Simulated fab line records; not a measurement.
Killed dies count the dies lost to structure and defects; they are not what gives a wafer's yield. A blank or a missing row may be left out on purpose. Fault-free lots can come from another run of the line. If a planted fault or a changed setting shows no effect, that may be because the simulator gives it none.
One fault seen from 2 desks	flow n5Finfet	every desk sees just its own numbers, and what lay behind them comes last

## AT THE TOOL OWNER'S DESK: cmp-01
The tool's own readings at N5_ILD0_CMP_03 (polishes, stops on SiNx, t overpolish 1.9 s, target thk 197.38 nm): means of the sampled wafers that have a number, for each lot that ran on this tool. Any lot whose mean is over 4 standard deviations away from the usual mean is out of limits and marked OUT; that distance is given in the brackets.
Columns: A = edgeZonePressureFrac at N5_ILD0_CMP_03, usual 1.000; B = motorCurrentA at N5_ILD0_CMP_03, usual 12.7 A; C = overpolishRunS at N5_ILD0_CMP_03, usual 1.900 s; D = timeToEndpointS at N5_ILD0_CMP_03, usual 72 s
lot	first seen here	A	B	C	D
L450	day 4 09:35	1.002	13.2	1.889	71
L454	day 5 09:50	0.995	12.7	1.896	77
L458	day 6 17:17	1.003	12.3	1.906	79
L460	day 6 20:10	0.998	12.9	1.899	82
L462	day 7 08:05	1.002	12.8	1.899	76
Finding of this desk: none of the 5 lots has anything out of limits.

## FROM THE METROLOGY DESK
Lot by lot, what the gauges showed, no matter which tool ran the lot: averages of those sampled wafers that carry a number. Any lot whose mean is over 4 standard deviations away from the usual mean is out of limits and marked OUT; that distance is given in the brackets.
Columns: A = cdNm at N5_MIM_BOT_LITHO_CD_MEAS_08, usual 2999.7 nm
lot	first seen here	A
L447	day 11 14:52	2998.9
L449	day 11 22:29	2999.6
L450	day 12 21:48	3001.4
L452	day 12 22:09	2997.3
L454	day 14 06:04	2999.5
L460	day 15 19:29	3001.7
L458	day 15 22:19	2998.5
L462	day 16 00:20	2999.4
L464	day 16 16:44	2999.4
L469	day 18 09:41	2998.6
Finding of this desk: none of the 10 lots has anything out of limits.

## BROUGHT TOGETHER
Nothing out of limits was seen by the tool owner's desk.
Nothing out of limits was seen by the metrology desk.

## WHAT THE SIMULATOR HAD INSERTED
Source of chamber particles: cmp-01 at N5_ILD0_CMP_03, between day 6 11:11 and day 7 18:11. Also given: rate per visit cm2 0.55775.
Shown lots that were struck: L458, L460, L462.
